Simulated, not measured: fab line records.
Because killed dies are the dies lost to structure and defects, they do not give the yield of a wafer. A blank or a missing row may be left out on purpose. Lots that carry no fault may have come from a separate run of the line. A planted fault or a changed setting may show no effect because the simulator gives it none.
Matching of chambers ; flow n5-finfet ; N5_STI_FIN_REVEAL_ALD_00 on ald-sin-03 has 4 sister chambers
The step deposits SiO2, target thk 1 nm, pulse time 1 s. 8 wafers are shown with their chamber, then 9 later ones without.

## EACH WAFER AND ITS CHAMBER
wafer;chamber;heater-power-w (W);precursor-pulse-height-rel
L082.2;1;520;0.986
L083.5;3;506;1.005
L084.3;1;508;0.989
L084.4;2;515;0.938
L084.5;0;572;1.026
L086.1;3;518;1.013
L086.2;0;571;1.009
L086.4;2;514;0.987

## WAFERS WITH NO CHAMBER GIVEN
wafer;heater-power-w (W);precursor-pulse-height-rel
L089.1;572;1.005
L089.4;522;1.024
L089.6;505;1.014
L094.2;486;1.010
L094.3;592;0.997
L094.5;505;1.009
L096.2;594;0.989
L096.3;507;0.959
L096.4;517;0.990

## WHICH CHAMBER EACH ONE RAN IN
wafer;from the rows above;in truth
L089.1;0;0
L089.4;can't be placed: 3 or 1 or 2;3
L089.6;can't be placed: 3 or 1 or 2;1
L094.2;can't be placed: 3 or 1 or 2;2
L094.3;0;0
L094.5;can't be placed: 3 or 1 or 2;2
L096.2;0;0
L096.3;can't be placed: 2 or 1 or 3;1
L096.4;can't be placed: 1 or 3 or 2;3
Placed correctly: 3 of 9. From these rows, 6 cannot be placed; in 6 the true chamber is one of the candidates. Placed wrongly: 0.
How it was worked out, from the rows above alone: a wafer's distance from a chamber is the root of the sum, over the readings, of the square of ((its reading less the chamber's mean) divided by the reading's scatter). If the next closest chamber is less than 2 further off than the closest, the wafer can't be placed; otherwise it belongs to the closest. For every chamber, the mean is computed from those of its wafers that are shown. How the scatter is found: for the shown wafers, subtract from each reading the mean of its chamber, square and add these, divide the total by (wafers less chambers), then take the root.
